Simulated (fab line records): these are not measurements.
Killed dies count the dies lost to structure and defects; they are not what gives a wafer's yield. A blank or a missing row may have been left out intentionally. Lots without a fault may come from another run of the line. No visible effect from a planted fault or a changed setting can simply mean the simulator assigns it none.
Check of tool commonality :: flow nandHarc :: Lots sampled 5, wafers sampled 11

== REASON FOR OPENING ==
At NHARC_END_SORT_01 the reading killedAtArray is flagged on 3 of 5 lots. Wafers without a fault read 62, standard deviation 15.
Rule: flag the lot when none of its wafers has a number, or when each of its wafers that has one lies beyond 4 standard deviations from that mean. The other lots count as sound.

lot: L396
measured: day 29 02:34
on: prober-01
killedAtArray, wafer by wafer: 47
flag: 

lot: L395
measured: day 29 11:07
on: prober-01
killedAtArray, wafer by wafer: 61
flag: 

lot: L402
measured: day 32 03:33
on: prober-02
killedAtArray, wafer by wafer: 674 672 675
flag: FLAGGED

lot: L403
measured: day 33 08:45
on: prober-02
killedAtArray, wafer by wafer: 672 673 664
flag: FLAGGED

lot: L405
measured: day 33 15:49
on: prober-02
killedAtArray, wafer by wafer: 675 675 670
flag: FLAGGED
The numbers of the flagged lots are 672 on average: +610 against the usual, or +41 standard deviations.

== EACH LOT AND THE TOOL IT RAN ON ==
The record holds 3 process steps before the reading, out of a route of 1302 steps. In each cell: the tool, then ch and the chambers that the sampled wafers went through, then the start.
lot: L396
flag: 
NHARC_A_STAIRCASE_DEP_151: pecvd-01 ch 0,1, day 22 13:55
NHARC_A_STAIRCASE_CMP_152: cmp-03 ch 1,2,3, day 23 19:37
NHARC_A_STAIRCASE_ETCHBACK_422: rieDiel-11 ch 0,1,2, day 23 20:05

lot: L395
flag: 
NHARC_A_STAIRCASE_DEP_151: pecvd-02 ch 0,2, day 22 13:15
NHARC_A_STAIRCASE_CMP_152: cmp-03 ch 0,1,3, day 23 22:18
NHARC_A_STAIRCASE_ETCHBACK_422: rieDiel-11 ch 0,2,3, day 23 22:47

lot: L402
flag: FLAGGED
NHARC_A_STAIRCASE_DEP_151: pecvd-01 ch 0,1,2, day 25 18:02
NHARC_A_STAIRCASE_CMP_152: cmp-03 ch 0,1,3, day 27 00:14
NHARC_A_STAIRCASE_ETCHBACK_422: rieDiel-05 ch 2,3, day 27 00:44

lot: L403
flag: FLAGGED
NHARC_A_STAIRCASE_DEP_151: pecvd-01 ch 0,1, day 26 08:13
NHARC_A_STAIRCASE_CMP_152: cmp-04 ch 1,2, day 27 19:08
NHARC_A_STAIRCASE_ETCHBACK_422: rieDiel-05 ch 1,2, day 27 19:37

lot: L405
flag: FLAGGED
NHARC_A_STAIRCASE_DEP_151: pecvd-01 ch 1,2, day 26 20:24
NHARC_A_STAIRCASE_CMP_152: cmp-04 ch 0,1,2, day 28 06:41
NHARC_A_STAIRCASE_ETCHBACK_422: rieDiel-04 ch 0,1, day 28 07:07
What the steps here do:
- NHARC_A_STAIRCASE_DEP_151: deposits SiO2, target thk 7200 nm.
- NHARC_A_STAIRCASE_CMP_152: polishes.
- NHARC_A_STAIRCASE_ETCHBACK_422: etches the open film in CH3F/O2, target depth 40 nm, time 74.286 s.
- NHARC_END_SORT_01

== FLAGGED AGAINST TOTAL, ONE TOOL AT A TIME (gauges that did the reading follow at the end) ==
step: NHARC_A_STAIRCASE_DEP_151
tool: pecvd-01
lots run: 4
flagged: 3
share of the flagged lots: all
sound lots run after its first flagged lot: 0

step: NHARC_A_STAIRCASE_DEP_151
tool: pecvd-02
lots run: 1
flagged: 0
share of the flagged lots: none
sound lots run after its first flagged lot: -

step: NHARC_A_STAIRCASE_CMP_152
tool: cmp-03
lots run: 3
flagged: 1
share of the flagged lots: some
sound lots run after its first flagged lot: 0

step: NHARC_A_STAIRCASE_CMP_152
tool: cmp-04
lots run: 2
flagged: 2
share of the flagged lots: some
sound lots run after its first flagged lot: 0

step: NHARC_A_STAIRCASE_ETCHBACK_422
tool: rieDiel-04
lots run: 1
flagged: 1
share of the flagged lots: some
sound lots run after its first flagged lot: 0

step: NHARC_A_STAIRCASE_ETCHBACK_422
tool: rieDiel-05
lots run: 2
flagged: 2
share of the flagged lots: some
sound lots run after its first flagged lot: 0

step: NHARC_A_STAIRCASE_ETCHBACK_422
tool: rieDiel-11
lots run: 2
flagged: 0
share of the flagged lots: none
sound lots run after its first flagged lot: -

step: NHARC_END_SORT_01
tool: prober-01
lots run: 2
flagged: 0
share of the flagged lots: none
sound lots run after its first flagged lot: -

step: NHARC_END_SORT_01
tool: prober-02
lots run: 3
flagged: 3
share of the flagged lots: all
sound lots run after its first flagged lot: 0

== THE TABLE: WHAT IT ALLOWS ==
2 rows of the table ran every flagged lot: pecvd-01 at NHARC_A_STAIRCASE_DEP_151, prober-02 at NHARC_END_SORT_01.
- pecvd-01 at NHARC_A_STAIRCASE_DEP_151: 3 of its 4 lots flagged. A fault beginning between L396 (day 22 13:55), its last sound lot, and L402 (day 25 18:02), its first flagged one, fits the data.
- prober-02 at NHARC_END_SORT_01: 3 of its 3 lots flagged. In this sample it ran no sound lot ahead of its first flagged lot, so there is no way to narrow down the start.
A lot count leaves these 2 tools indistinguishable: every one of them fits a fault beginning at some hour. More lots, or a look at what each step does to the wafer, might.

== WHAT HAD BEEN PUT IN BY THE SIMULATOR ==
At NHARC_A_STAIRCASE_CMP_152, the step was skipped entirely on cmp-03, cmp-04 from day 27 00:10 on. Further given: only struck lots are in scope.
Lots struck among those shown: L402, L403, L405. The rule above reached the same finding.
